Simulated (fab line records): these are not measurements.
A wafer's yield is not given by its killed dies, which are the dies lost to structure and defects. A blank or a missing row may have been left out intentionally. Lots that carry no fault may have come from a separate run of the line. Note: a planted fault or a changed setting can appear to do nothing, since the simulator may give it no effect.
Chamber matching    flow nandHarc    cmp-04 running NHARC_P_M2_CMP_23: 4 sister chambers
The step polishes, t overpolish 20 s, target thk 144.3 nm. 4 wafers are shown with their chamber, then 8 later ones without.

WAFERS, EACH WITH ITS CHAMBER
wafer   chamber  motorCurrentA (A)
L089.5  1        9.7
L090.1  3        12.6
L090.4  2        11.3
L093.1  0        11.9

WAFERS WITHOUT THEIR CHAMBER
wafer   motorCurrentA (A)
L093.3  12.6
L093.6  10.1
L095.3  12.5
L095.5  12.9
L095.6  10.4
L096.1  11.6
L096.5  12.5
L096.6  11.5

CHAMBER TAKEN BY EACH
wafer   from the rows above      in truth
L093.3  3                        3
L093.6  1                        1
L095.3  can't be placed: 3 or 0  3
L095.5  3                        3
L095.6  can't be placed: 1 or 2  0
L096.1  can't be placed: 2 or 0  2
L096.5  can't be placed: 3 or 0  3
L096.6  can't be placed: 2 or 0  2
3 of 8 placed correctly. Unplaceable from these rows: 5, with the true chamber sitting among the candidates in 4. 0 placed wrongly.
How it was worked out, from the rows above alone: a wafer's distance from a chamber is the root of the sum, over the readings, of the square of ((its reading less the chamber's mean) divided by the reading's scatter). If the next closest chamber is less than 2 further off than the closest, the wafer can't be placed; otherwise it belongs to the closest. Each chamber's mean is taken over the wafers shown for it. The scatter: with one shown wafer a chamber, the root of the mean of the squares of how far each hidden wafer lies from its nearest shown one.
